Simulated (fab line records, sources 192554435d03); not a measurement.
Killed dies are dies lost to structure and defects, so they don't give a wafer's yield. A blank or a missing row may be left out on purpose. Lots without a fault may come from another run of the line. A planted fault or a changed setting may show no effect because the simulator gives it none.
fab line records | flow n5_finfet | part 1 of 2: steps 1 to 28 of 39
record lots=5 wafers=15 last_day=16
route steps=1938 shown PMOS_HMC_CHANNEL_EPI@72 FIN_SAQP@90
lots that met no fault: from a run of the same line without faults
start_h: hours from the record's first day to the start of the lot's first wafer shown | wait_h: hours since the lot's step before | " the same as in the row above | L1.1+2: a row that stands for several wafers | - no value, or no start given | * or withheld: withheld | < > ~ a bound
route shown NAME@n: a module of which the file shows steps, and the number in the route of the first | usual: mean/standard deviation of fault-free wafers | same: alike in all rows | chamber/n: place in a boat | sites: the reading at each site | _std_site: their standard deviation | _edge_site: outer sites' mean less inner sites' | radius_mm: how far each site lies from the wafer's centre | mask NAME#n: copy n | behind: the tool/chamber that last shaped the wafer | hold: why the lot was held/for how many hours/how that ended | device: the transistor (n, p or np) that didn't switch | end of line: the same wafers' tests at the end of the route | a step without rows: its recipe alone | killed: dies lost to structure and defects at the first sort, not the wafer's yield | map: a wafer's dies, x killed, . not, _ none there
set.NAME: the setting as run; set.NAME@STEP: as run at that earlier step | model.NAME: the simulator's own value behind a step, which no gauge read
lots at some steps of the route; a table a step, a row a wafer
services: from which hour (start_h, from the record's first day; less than 0 if before it) a tool's chamber was out of use, for how many hours, and why
## steps
# step N5_PMOS_HMC_CHANNEL_EPI_STRIP_17
# recipe chemistry=SPM time_s=750 temp_c=130 h2so4_h2o2_vol_ratio=4 dry=ipa_marangoni
# columns lot.wafer tool chamber start_h wait_h
L074.2+3+5 wet_bench-01 2,5,1 17.43 -
L077.2+3+6 wet_bench-01 4,7,0 35.41 -
L078.2+3+5 wet_bench-02 5,1,3 41.69 -
L079.1+2+3 wet_bench-02 5,3,6 47.75 -
L087.1+2+3 wet_bench-05 0,2,1 95.89 -
# step N5_PMOS_HMC_CHANNEL_EPI_ETCH_38
# recipe chemistry=CF4 target=SiO2 target_depth_a=15 ion_energy_ev=350 pressure_mtorr=10 icp_w=800 bias_w=400 cf4_flow_sccm=80
# usual drypump_motor_current_A=5.7/0.45 oes_product_au=0.995/0.018 throttle_valve_pct=21.83/0.17
# columns lot.wafer tool chamber start_h wait_h drypump_motor_current_A oes_product_au rf_hours_counter_h throttle_valve_pct
L074.2 rie_si-06 3 17.67 0.0 5.4 1.012 70 21.69
L074.3 " 1 " " 6.2 0.985 161 22.00
L074.5 " 1 " " 6.2 0.991 - 21.99
L077.2 rie_si-02 2 35.64 0.0 5.3 1.012 184 21.65
L077.3 " 1 " " 6.2 1.003 5 21.89
L077.6 " 3 " " 6.0 0.974 - 21.79
L078.2 rie_si-01 3 41.93 0.0 5.1 1.042 200 21.71
L078.3 " 1 " " 5.3 0.979 110 21.93
L078.5 " 2 " " 5.3 1.002 - 21.80
L079.1 rie_si-06 2 47.98 0.0 5.2 0.972 51 22.17
L079.2 " 3 " " 5.4 0.990 70 21.69
L079.3 " 0 " " 5.9 1.005 186 21.75
L087.1 rie_si-02 2 96.14 0.0 5.3 1.006 185 21.65
L087.2 " 3 " " 6.0 0.969 39 21.80
L087.3 " 0 " " 6.3 1.001 11 21.63
# step N5_PMOS_HMC_CHANNEL_EPI_FIN_RECESS_16
# recipe chemistry=HBr/Cl2 target=Si mask_material=SiO2 target_depth_a=540 time_s=18 pressure_mtorr=10 icp_w=800 bias_w=75 HBr_flow_sccm=150 Cl2_flow_sccm=80
# usual drypump_motor_current_A=5.7/0.45 oes_product_au=0.993/0.018 throttle_valve_pct=35.52/0.26
# columns lot.wafer tool chamber start_h wait_h drypump_motor_current_A oes_product_au rf_hours_counter_h throttle_valve_pct
L074.2 rie_si-06 3 17.69 0.0 5.4 0.991 70 35.21
L074.3 " 1 " " 6.2 0.986 161 35.81
L074.5 " 1 " " 6.2 0.973 - 35.81
L077.2 rie_si-02 2 35.66 0.0 5.3 1.003 184 35.27
L077.3 " 1 " " 6.1 0.992 5 35.57
L077.6 " 3 " " 6.0 0.965 - 35.61
L078.2 rie_si-01 3 41.95 0.0 5.2 1.035 200 35.35
L078.3 " 1 " " 5.3 0.996 110 35.69
L078.5 " 2 " " 5.3 1.005 - 35.61
L079.1 rie_si-06 2 48.00 0.0 5.2 0.969 51 36.01
L079.2 " 3 " " 5.4 0.996 70 35.19
L079.3 " 0 " " 6.0 1.010 186 35.38
L087.1 rie_si-02 2 96.16 0.0 5.3 0.998 185 35.29
L087.2 " 3 " " 6.0 0.949 39 35.63
L087.3 " 0 " " 6.3 1.001 11 35.19
# step N5_PMOS_HMC_CHANNEL_EPI_PRECLEAN_36
# recipe chemistry=O3/DIW time_s=45 temp_c=22 o3_ppm=10
# columns lot.wafer tool chamber start_h wait_h
L074.2+3+5 wet_bench-05 3,5,6 17.79 0.1
L077.2+3+6 wet_bench-02 6,7,5 35.76 0.1
L078.2+3+5 wet_bench-05 0,6,2 42.05 0.1
L079.1+2+3 wet_bench-05 5,1,0 48.10 0.1
L087.1+2+3 wet_bench-05 2,3,7 96.26 0.1
# step N5_PMOS_HMC_CHANNEL_EPI_PRECLEAN_18
# recipe chemistry=DHF time_s=30 temp_c=25 dilution=withheld
# columns lot.wafer tool chamber start_h wait_h
L074.2+3+5 wet_bench-05 3,5,6 17.80 0.0
L077.2+3+6 wet_bench-02 6,7,5 35.78 0.0
L078.2+3+5 wet_bench-05 0,6,2 42.06 0.0
L079.1+2+3 wet_bench-05 5,1,0 48.11 0.0
L087.1+2+3 wet_bench-05 2,3,7 96.28 0.0
# step N5_PMOS_HMC_CHANNEL_EPI_SRD_19
# recipe dry=ipa_marangoni do_ppb=5 time_s=30 temp_c=23 rinse_liquid=diw
# columns lot.wafer tool chamber start_h wait_h
L074.2+3+5 wet_bench-05 3,5,6 17.81 0.0
L077.2+3+6 wet_bench-02 6,7,5 35.79 0.0
L078.2+3+5 wet_bench-05 0,6,2 42.07 0.0
L079.1+2+3 wet_bench-05 5,1,0 48.12 0.0
L087.1+2+3 wet_bench-05 2,3,7 96.29 0.0
# step N5_PMOS_HMC_CHANNEL_EPI_EPI_20
# recipe material=SiGe30 mask_material=SiO2 pressure_torr=20 target_thk_a=590 temp_c=600
# columns lot.wafer tool chamber start_h wait_h
L074.2+3+5 epi_rpcvd-02 0 18.06 0.2
L077.2+3+6 epi_rpcvd-03 0 36.04 0.2
L078.2+3+5 epi_rpcvd-02 0 42.32 0.2
L079.1+2+3 epi_rpcvd-01 0 48.17 0.0
L087.1+2+3 epi_rpcvd-02 0 96.34 0.0
# step N5_PMOS_HMC_CHANNEL_EPI_HM_STRIP_35
# recipe chemistry=dHF temp_c=25 material=SiO2 target=SiO2 target_depth_a=396 time_s=216
# columns lot.wafer tool chamber start_h wait_h
L074.2+3+5 wet_bench-05 2,4,5 19.10 0.8
L077.2+3+6 wet_bench-05 2,7,3 37.07 0.8
L078.2+3+5 wet_bench-02 1,2,0 43.35 0.8
L079.1+2+3 wet_bench-05 7,6,1 49.40 1.0
L087.1+2+3 wet_bench-01 1,4,2 97.57 1.0
# step N5_PMOS_HMC_CHANNEL_EPI_SRD_39
# recipe dry=ipa_marangoni time_s=30 temp_c=23 rinse_liquid=diw
# columns lot.wafer tool chamber start_h wait_h
L074.2+3+5 wet_bench-05 2,4,5 19.16 0.0
L077.2+3+6 wet_bench-05 2,7,3 37.13 0.0
L078.2+3+5 wet_bench-02 1,2,0 43.41 0.0
L079.1+2+3 wet_bench-05 7,6,1 49.47 0.0
L087.1+2+3 wet_bench-01 1,4,2 97.63 0.0
# step N5_PMOS_HMC_CHANNEL_EPI_CMP_21
# recipe material=SiGe30 post_cmp_clean=alkaline_brush target_thk_nm=54
# usual motor_current_A=12.0/1.3
# columns lot.wafer tool chamber start_h wait_h motor_current_A
L074.3 cmp-02 2 19.20 0.0 11.2
L074.2 " 1 " " 14.0
L074.5 " 3 " " 13.2
L077.3 cmp-04 3 37.17 0.0 12.0
L077.2 " 1 " " 12.7
L077.6 " 3 " " 11.8
L078.2 cmp-04 2 43.49 0.1 11.0
L078.3 " 0 " " 9.8
L078.5 " 1 " " 13.6
L079.2 cmp-03 1 49.51 0.0 12.7
L079.3 " 2 " " 11.3
L079.1 " 0 " " 11.7
L087.3 cmp-02 0 97.67 0.0 11.0
L087.2 " 1 " " 14.0
L087.1 " 3 " " 12.7
# step N5_PMOS_HMC_CHANNEL_EPI_THK_MEAS_22
# recipe reads=SiGe30_of_PMOS_HMC_CHANNEL_EPI_EPI_20
# usual HMC_CMP_THK=53.6/0.6
# columns lot.wafer tool chamber start_h wait_h HMC_CMP_THK[nm]
L074.2 film_metro-02 - 19.49 - 53.1
L074.3 " - " " 53.7
L074.5 " - " " 53.6
L077.2 film_metro-02 - 37.47 - 53.9
L077.3 " - " " 52.7
L077.6 " - " " 53.1
L078.2 film_metro-01 - 43.75 - 53.9
L078.3 " - " " 53.9
L078.5 " - " " 54.4
L079.1 film_metro-02 - 49.80 - 52.8
L079.2 " - " " 53.7
L079.3 " - " " 53.2
L087.1 film_metro-01 - 97.97 - 53.1
L087.2 " - " " 53.0
L087.3 " - " " 53.2
# step N5_PMOS_HMC_CHANNEL_EPI_PRECLEAN_40
# recipe chemistry=DHF time_s=30 temp_c=25 dilution=withheld
# columns lot.wafer tool chamber start_h wait_h
L074.2+3+5 wet_bench-02 7,3,4 19.52 0.0
L077.2+3+6 wet_bench-05 4,5,6 37.50 0.0
L078.2+3+5 wet_bench-02 0,5,2 43.78 0.0
L079.1+2+3 wet_bench-01 2,3,6 49.83 0.0
L087.1+2+3 wet_bench-02 6,4,7 98.00 0.0
# step N5_PMOS_HMC_CHANNEL_EPI_PRECLEAN_37
# recipe chemistry=O3/DIW time_s=45 temp_c=22 o3_ppm=10
# columns lot.wafer tool chamber start_h wait_h
L074.2+3+5 wet_bench-02 7,3,4 19.53 0.0
L077.2+3+6 wet_bench-05 4,5,6 37.51 0.0
L078.2+3+5 wet_bench-02 0,5,2 43.79 0.0
L079.1+2+3 wet_bench-01 2,3,6 49.84 0.0
L087.1+2+3 wet_bench-02 6,4,7 98.01 0.0
# step N5_PMOS_HMC_CHANNEL_EPI_PRECLEAN_24
# recipe chemistry=DHF time_s=30 temp_c=25 dilution=withheld
# columns lot.wafer tool chamber start_h wait_h
L074.2+3+5 wet_bench-02 7,3,4 19.54 0.0
L077.2+3+6 wet_bench-05 4,5,6 37.52 0.0
L078.2+3+5 wet_bench-02 0,5,2 43.80 0.0
L079.1+2+3 wet_bench-01 2,3,6 49.85 0.0
L087.1+2+3 wet_bench-02 6,4,7 98.02 0.0
# step N5_PMOS_HMC_CHANNEL_EPI_SRD_25
# recipe dry=ipa_marangoni do_ppb=5 time_s=30 temp_c=23 rinse_liquid=diw
# columns lot.wafer tool chamber start_h wait_h
L074.2+3+5 wet_bench-02 7,3,4 19.55 0.0
L077.2+3+6 wet_bench-05 4,5,6 37.53 0.0
L078.2+3+5 wet_bench-02 0,5,2 43.81 0.0
L079.1+2+3 wet_bench-01 2,3,6 49.86 0.0
L087.1+2+3 wet_bench-02 6,4,7 98.03 0.0
# step N5_PMOS_HMC_CHANNEL_EPI_EPI_26
# recipe material=Si target_thk_a=38 temp_c=650 precursor=SiH4/H2 pressure_torr=20 time_s=22.7
# usual throttle_valve_pct=11.17/0.18
# columns lot.wafer tool chamber start_h wait_h throttle_valve_pct
L074.2 epi_rpcvd-03 0 19.65 0.1 10.63
L074.3 " 0 " " 10.94
L074.5 " 0 " " 11.02
L077.2 epi_rpcvd-01 0 37.63 0.1 11.46
L077.3 " 0 " " 11.10
L077.6 " 0 " " 11.22
L078.2 epi_rpcvd-01 0 43.91 0.1 11.05
L078.3 " 0 " " 10.99
L078.5 " 0 " " 11.16
L079.1 epi_rpcvd-02 0 49.91 0.0 11.11
L079.2 " 0 " " 11.03
L079.3 " 0 " " 11.22
L087.1 epi_rpcvd-01 0 98.08 0.0 11.23
L087.2 " 0 " " 11.30
L087.3 " 0 " " 11.06
# step N5_PMOS_HMC_CHANNEL_EPI_INSPECT_30
# recipe inspect_instrument=darkfield mode=post_epi
# usual raw_defect_count=18/6.2
# columns lot.wafer tool chamber start_h wait_h raw_defect_count
L074.2 defect_inspect-01 - 19.98 0.0 19
L074.3 " - " " 22
L074.5 " - " " 25
L077.2 defect_inspect-01 - 37.95 0.0 25
L077.3 " - " " 19
L077.6 " - " " 31
L078.2 defect_inspect-02 - 44.23 0.0 13
L078.3 " - " " 22
L078.5 " - " " 15
L079.1 defect_inspect-01 - 50.28 0.0 10
L079.2 " - " " 21
L079.3 " - " " 18
L087.1 defect_inspect-01 - 98.69 0.0 23
L087.2 " - " " 24
L087.3 " - " " 20
# step N5_FIN_SAQP_PRECLEAN_42
# recipe chemistry=O3/DIW time_s=60 temp_c=22 o3_ppm=10
# columns lot.wafer tool chamber start_h wait_h
L074.2+3+5 wet_bench-03 7,5,0 20.00 0.0
L077.2+3+6 wet_bench-03 7,3,2 37.98 0.0
L078.2+3+5 wet_bench-06 6,4,7 44.26 0.0
L079.1+2+3 wet_bench-06 3,7,0 50.32 0.0
L087.1+2+3 wet_bench-04 1,0,4 98.71 0.0
# step N5_FIN_SAQP_PRECLEAN_00
# recipe chemistry=SC1 time_s=60 temp_c=55 mix=1:2:50
# columns lot.wafer tool chamber start_h wait_h
L074.2+3+5 wet_bench-03 7,5,0 20.02 0.0
L077.2+3+6 wet_bench-03 7,3,2 37.99 0.0
L078.2+3+5 wet_bench-06 6,4,7 44.28 0.0
L079.1+2+3 wet_bench-06 3,7,0 50.34 0.0
L087.1+2+3 wet_bench-04 1,0,4 98.73 0.0
# step N5_FIN_SAQP_PRECLEAN_44
# recipe chemistry=SC2 time_s=45 temp_c=35 mix=1:1:50
# columns lot.wafer tool chamber start_h wait_h
L074.2+3+5 wet_bench-03 7,5,0 20.04 0.0
L077.2+3+6 wet_bench-03 7,3,2 38.01 0.0
L078.2+3+5 wet_bench-06 6,4,7 44.30 0.0
L079.1+2+3 wet_bench-06 3,7,0 50.36 0.0
L087.1+2+3 wet_bench-04 1,0,4 98.75 0.0
# step N5_FIN_SAQP_SRD_01
# recipe dry=ipa_marangoni time_s=30 temp_c=23 rinse_liquid=diw
# columns lot.wafer tool chamber start_h wait_h
L074.2+3+5 wet_bench-03 7,5,0 20.05 0.0
L077.2+3+6 wet_bench-03 7,3,2 38.02 0.0
L078.2+3+5 wet_bench-06 6,4,7 44.31 0.0
L079.1+2+3 wet_bench-06 3,7,0 50.37 0.0
L087.1+2+3 wet_bench-04 1,0,4 98.76 0.0
# step N5_FIN_SAQP_ALD_61
# recipe material=SiO2 target_thk_a=40 temp_c=300 ald_precursor_family=BDEAS ald_co_reactant=O2-plasma pulse_time_s=1 purge_time_s=2 co_reactant_purge_time_s=2 ald_cycles=43 pressure_torr=2
# usual heater_power_w=470/49 precursor_pulse_height_rel=1.001/0.018
# columns lot.wafer tool chamber start_h wait_h heater_power_w precursor_pulse_height_rel
L074.2 ald_sin-04 0 20.60 0.5 401 1.000
L074.3 " 2 " " 488 1.020
L074.5 " 3 " " 508 1.014
L077.2 ald_sin-01 2 38.07 0.0 594 1.009
L077.3 " 3 " " 507 1.013
L077.6 " 1 " " 419 1.027
L078.2 ald_sin-04 3 44.36 0.0 508 0.999
L078.3 " 2 " " 472 0.974
L078.5 " 2 " " 487 0.992
L079.1 ald_sin-02 1 50.41 0.0 448 0.996
L079.2 " 0 " " 417 0.992
L079.3 " 3 " " 464 0.979
L087.1 ald_sin-04 2 99.21 0.4 480 0.986
L087.2 " 0 " " 399 1.015
L087.3 " 1 " " 499 1.005
# step N5_FIN_SAQP_DENSIFY_62
# recipe temp_c=700 time_s=60 ambient=N2 idle_temp_c=600 ramp_up_c_per_s=150 ramp_down_c_per_s=60 cool_to_c=600
# usual lamp_power_pct=9.85/0.05 lamp_zone_5_pct=9.847/0.011 wafer_temp_C_max=703.3/0.67
# columns lot.wafer tool chamber start_h wait_h lamp_power_pct lamp_zone_5_pct wafer_temp_C_max
L074.2 rtp_anneal-02 0 20.83 0.1 9.89 9.849 702.8
L074.3 " 0 " " 9.82 9.864 703.0
L074.5 " 0 " " 9.89 9.841 702.6
L077.2 rtp_anneal-01 0 38.44 0.3 9.78 9.842 702.0
L077.3 " 0 " " 9.85 9.843 703.7
L077.6 " 0 " " 9.88 9.863 702.8
L078.2 rtp_anneal-02 0 44.62 0.2 9.82 9.860 704.1
L078.3 " 0 " " 9.84 9.856 702.6
L078.5 " 0 " " 9.90 9.849 703.0
L079.1 rtp_anneal-01 0 50.62 0.1 9.87 9.839 703.4
L079.2 " 0 " " 9.81 9.865 702.2
L079.3 " 0 " " 9.90 9.853 702.9
L087.1 rtp_anneal-01 0 99.41 0.1 9.79 9.852 703.0
L087.2 " 0 " " 9.82 9.851 703.2
L087.3 " 0 " " 9.82 9.849 702.8
# step N5_FIN_SAQP_HM_DEP_03
# recipe material=SiNx target_thk_a=380 temp_c=400 precursor=SiH4/NH3/N2 pressure_torr=1.5 rf_w=300 time_s=33.6
# usual heater_power_w=737/46 showerhead_plenum_p_Torr=5.11/0.048 throttle_valve_pct=40.6/2.3
# columns lot.wafer tool chamber start_h wait_h heater_power_w showerhead_plenum_p_Torr throttle_valve_pct
L074.2 pecvd-03 2 21.02 0.2 718 5.05 42.4
L074.3 " 0 " " 744 5.12 40.2
L074.5 " 0 " " 762 5.14 40.0
L077.2 pecvd-01 1 38.63 0.2 798 5.09 45.5
L077.3 " 1 " " 793 5.10 45.6
L077.6 " 1 " " 818 5.10 45.7
L078.2 pecvd-03 1 44.96 0.3 782 5.07 38.7
L078.3 " 0 " " 737 5.13 40.6
L078.5 " 0 " " 738 5.12 40.3
L079.1 pecvd-03 0 50.83 0.2 745 5.13 40.4
L079.2 " 2 " " 701 5.06 42.0
L079.3 " 1 " " 725 5.06 38.7
L087.1 pecvd-04 2 99.63 0.2 749 5.09 40.6
L087.2 " 0 " " 741 5.20 41.1
L087.3 " 1 " " 662 5.15 37.6
# step N5_FIN_SAQP_THK_MEAS_05
# usual thk_nm=38.1/0.49
# columns lot.wafer tool chamber start_h wait_h thk_nm
L074.2 film_metro-01 - 21.11 0.1 37.6
L074.3 " - " " 37.7
L074.5 " - " " 38.5
L077.2 film_metro-01 - 38.75 0.1 36.8
L077.3 " - " " 37.7
L077.6 " - " " 37.8
L078.2 film_metro-01 - 45.05 0.1 37.8
L078.3 " - " " 37.9
L078.5 " - " " 38.4
L079.1 film_metro-02 - 50.92 0.1 37.8
L079.2 " - " " 38.0
L079.3 " - " " 37.8
L087.1 film_metro-01 - 99.72 0.1 38.5
L087.2 " - " " 38.3
L087.3 " - " " 38.3
# step N5_FIN_SAQP_PECVD_47
# recipe material=a-Si target_thk_a=450 temp_c=400 precursor=SiH4/He pressure_torr=3 rf_w=100 time_s=36.3
# usual heater_power_w=807/61 showerhead_plenum_p_Torr=5.65/0.035 throttle_valve_pct=18.5/1.1
# columns lot.wafer tool chamber start_h wait_h heater_power_w showerhead_plenum_p_Torr throttle_valve_pct
L074.2 pecvd-01 1 21.14 0.0 849 5.65 20.6
L074.3 " 0 " " 681 5.63 18.1
L074.5 " 0 " " 690 5.64 18.0
L077.2 pecvd-04 2 38.79 0.0 907 5.63 18.2
L077.3 " 0 " " 829 5.71 18.9
L077.6 " 1 " " 814 5.67 17.0
L078.2 pecvd-01 1 45.08 0.0 897 5.63 20.7
L078.3 " 0 " " 691 5.64 18.4
L078.5 " 0 " " 702 5.65 18.1
L079.1 pecvd-01 0 50.96 0.0 705 5.64 18.5
L079.2 " 1 " " 831 5.64 20.8
L079.3 " 2 " " 814 5.71 16.9
L087.1 pecvd-01 1 99.75 0.0 900 5.63 20.8
L087.2 " 0 " " 678 5.65 18.3
L087.3 " 2 " " 789 5.71 17.0
# step N5_FIN_SAQP_PECVD_48
# recipe material=SiNx target_thk_a=250 temp_c=400 precursor=SiH4/NH3/N2 pressure_torr=1.5 rf_w=300 time_s=22.1
# usual heater_power_w=741/58 showerhead_plenum_p_Torr=5.12/0.049 throttle_valve_pct=40.7/2.6
# columns lot.wafer tool chamber start_h wait_h heater_power_w showerhead_plenum_p_Torr throttle_valve_pct
L074.2 pecvd-01 1 21.21 0.0 822 5.09 45.9
L074.3 " 0 " " 655 5.11 39.7
L074.5 " 0 " " 674 5.11 39.5
L077.2 pecvd-04 2 38.83 0.0 814 5.09 40.2
L077.3 " 0 " " 747 5.21 41.2
L077.6 " 1 " " 639 5.13 37.6
L078.2 pecvd-01 1 45.15 0.0 782 5.09 46.1
L078.3 " 0 " " 737 5.10 39.6
L078.5 " 0 " " 743 5.11 39.8
L079.1 pecvd-01 0 51.00 0.0 625 5.11 39.7
L079.2 " 1 " " 849 5.11 45.9
L079.3 " 2 " " 776 5.18 37.0
L087.1 pecvd-01 1 99.79 0.0 807 5.09 45.8
L087.2 " 0 " " 752 5.12 39.6
L087.3 " 2 " " 768 5.20 37.3
# step N5_FIN_SAQP_PECVD_06
# recipe material=a-Si target_thk_a=600 temp_c=400 precursor=SiH4/He pressure_torr=3 rf_w=100 time_s=48.1
# usual heater_power_w=811/58 showerhead_plenum_p_Torr=5.66/0.036 throttle_valve_pct=18.5/1.1
# columns lot.wafer tool chamber start_h wait_h heater_power_w showerhead_plenum_p_Torr throttle_valve_pct
L074.2 pecvd-01 1 21.26 0.0 863 5.63 20.7
L074.3 " 0 " " 808 5.63 18.1
L074.5 " 0 " " 824 5.65 17.9
L077.2 pecvd-04 2 38.87 0.0 774 5.62 18.3
L077.3 " 0 " " 699 5.71 18.9
L077.6 " 1 " " 834 5.68 17.3
L078.2 pecvd-01 1 45.20 0.0 825 5.64 20.6
L078.3 " 0 " " 766 5.64 17.9
L078.5 " 0 " " 769 5.64 18.1
L079.1 pecvd-01 0 51.04 0.0 716 5.65 18.1
L079.2 " 1 " " 870 5.64 20.9
L079.3 " 2 " " 794 5.72 17.1
L087.1 pecvd-01 1 99.83 0.0 768 5.64 20.5
L087.2 " 0 " " 814 5.65 18.2
L087.3 " 2 " " 765 5.70 16.9
